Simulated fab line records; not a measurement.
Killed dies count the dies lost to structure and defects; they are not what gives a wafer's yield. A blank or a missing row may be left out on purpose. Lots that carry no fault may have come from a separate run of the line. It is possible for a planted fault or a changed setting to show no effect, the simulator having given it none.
Matching of chambers	flow n5 finfet	rie diel-03 running N5_MOL_CONTACT_COAG_ETCH_59: 3 sister chambers
The step etches underlayer in N2/H2, target depth 13 nm, time 10.4 s. 18 wafers are shown with their chamber, then 8 later ones without.

## WAFERS, EACH WITH ITS CHAMBER
wafer	chamber	showerhead plenum p Torr (Torr)	throttle valve pct (%)	oes product au (a.u.)
L075.3	3	2.59	17.65	0.79
L075.4	0	2.63	18.17	0.63
L075.6	0	2.63	18.17	0.63
L076.1	0	2.63	18.18	0.62
L076.3	3	2.59	17.64	0.78
L076.6	0	2.63	18.18	0.62
L083.2	1	2.38	17.86	0.62
L083.4	1	2.38	17.86	0.62
L083.5	0	2.62	18.20	0.62
L084.1	1	2.38	17.86	0.62
L084.3	0	2.62	18.20	0.62
L084.4	0	2.62	18.19	0.62
L085.3	0	2.62	18.22	0.61
L085.5	1	2.38	17.89	0.62
L085.6	0	2.62	18.22	0.61
L088.2	1	2.38	17.88	0.61
L088.3	3	2.58	17.68	0.73
L088.5	1	2.38	17.88	0.61

SIGNATURES (averages over the wafers above)
reading	chamber 0	chamber 1	chamber 3	scatter within a chamber
showerhead plenum p Torr	2.6244	2.3800	2.5867	0.00439
throttle valve pct	18.1922	17.8717	17.6567	0.0177
oes product au	0.6200	0.6167	0.7667	0.0132
Rule: for a wafer and a chamber, the distance is found by dividing, reading by reading, the gap between the wafer's reading and the chamber's mean by the reading's scatter, squaring, summing and taking the root. The wafer belongs to the nearest chamber; if the next one is less than 2 further off, it can't be placed. The scatter is the square root of a quotient: the sum, over the shown wafers, of each reading's squared deviation from its chamber's mean, divided by wafers minus chambers.

## WAFERS MISSING THEIR CHAMBER
wafer	showerhead plenum p Torr (Torr)	throttle valve pct (%)	oes product au (a.u.)
L091.2	2.57	17.68	0.73
L091.4	2.61	18.22	0.61
L091.6	2.38	17.91	0.61
L092.2	2.37	17.90	0.60
L092.5	2.37	17.92	0.61
L092.6	2.61	18.23	0.60
L096.1	2.61	18.26	0.59
L096.2	2.57	17.75	0.72

## WHICH CHAMBER EACH WENT THROUGH
wafer	from the rows above	in truth
L091.2	3	3
L091.4	0	0
L091.6	1	1
L092.2	1	1
L092.5	1	1
L092.6	0	0
L096.1	0	0
L096.2	3	3
Correct placement for 8 of the 8. Left unplaced by these rows: 0. Placed wrongly: 0.
